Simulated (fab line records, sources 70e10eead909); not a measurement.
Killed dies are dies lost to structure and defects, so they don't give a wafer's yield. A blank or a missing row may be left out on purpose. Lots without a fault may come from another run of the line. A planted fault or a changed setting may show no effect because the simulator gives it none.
Chamber matching | flow nand_harc | NHARC_P_CONTACT_CMP_24 on cmp-02: 4 sister chambers
The step polishes, t overpolish 30 s, target thk 200 nm. 20 wafers are shown with their chamber, then 10 later ones without.

WAFERS WITH THEIR CHAMBER
wafer  | chamber | motor_current_A (A) | time_to_endpoint_s (s) | overpolish_run_s (s)
L075.1 | 2       | 11.3                | 38                     | 29.995
L075.2 | 3       | 15.2                | 35                     | 30.011
L075.5 | 1       | 11.9                | 43                     | 30.004
L077.1 | 0       | 12.1                | 39                     | 29.998
L077.4 | 2       | 11.2                | 37                     | 29.988
L077.5 | 0       | 12.0                | 41                     | 29.996
L080.3 | 0       | 12.3                | 40                     | 30.007
L080.4 | 2       | 11.9                | 38                     | 30.006
L080.6 | 1       | 12.0                | 47                     | 29.999
L081.1 | 0       | 11.5                | 42                     | 30.004
L081.4 | 3       | 14.4                | 36                     | 30.005
L081.5 | 3       | 14.8                | 38                     | 29.999
L083.1 | 1       | 11.9                | 44                     | 30.002
L083.3 | 0       | 11.8                | 41                     | 29.997
L083.6 | 1       | 12.5                | 44                     | 29.999
L084.1 | 2       | 10.4                | 37                     | 29.983
L084.2 | 0       | 12.2                | 41                     | 29.996
L084.5 | 2       | 11.2                | 42                     | 29.998
L086.1 | 1       | 11.0                | 47                     | 30.004
L086.4 | 0       | 11.7                | 44                     | 30.010

SIGNATURES (means of the wafers above)
reading            | chamber 0 | chamber 1 | chamber 2 | chamber 3 | scatter within a chamber
motor_current_A    | 11.943    | 11.860    | 11.200    | 14.800    | 0.442
time_to_endpoint_s | 41.14     | 45.00     | 38.40     | 36.33     | 1.78
overpolish_run_s   | 30.00114  | 30.00160  | 29.99400  | 30.00500  | 0.00621
Rule: a wafer's distance from a chamber is the root of the sum, over the readings, of the square of ((its reading less the chamber's mean) divided by the reading's scatter). The wafer belongs to the nearest chamber; if the next one is less than 2 further off, it can't be placed. The scatter: the root of (the sum of the squares of (reading less its chamber's mean) over the shown wafers, divided by (wafers less chambers)).

WAFERS WITHOUT THEIR CHAMBER
wafer  | motor_current_A (A) | time_to_endpoint_s (s) | overpolish_run_s (s)
L086.6 | 15.4                | 42                     | 29.989
L091.1 | 11.2                | 31                     | 29.997
L091.4 | 15.7                | 35                     | 30.008
L091.5 | 12.0                | 41                     | 29.982
L095.2 | 12.3                | 38                     | 30.014
L095.4 | 11.1                | 36                     | 30.005
L095.6 | 11.2                | 42                     | 29.998
L097.1 | 12.2                | 40                     | 30.012
L097.2 | 11.8                | 45                     | 29.998
L097.6 | 11.6                | 45                     | 30.001

WHICH CHAMBER EACH WENT THROUGH
wafer  | from the rows above          | in truth
L086.6 | 3                            | 3
L091.1 | can't be placed: 2 or 0      | 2
L091.4 | 3                            | 3
L091.5 | can't be placed: 2 or 0 or 1 | 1
L095.2 | can't be placed: 0 or 2 or 1 | 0
L095.4 | can't be placed: 2 or 0      | 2
L095.6 | can't be placed: 0 or 2 or 1 | 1
L097.1 | can't be placed: 0 or 1 or 2 | 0
L097.2 | can't be placed: 1 or 0      | 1
L097.6 | can't be placed: 1 or 0      | 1
Placed correctly: 2 of 10. Can't be placed from these rows: 8 (the true chamber is among the candidates in 8). Placed wrongly: 0.
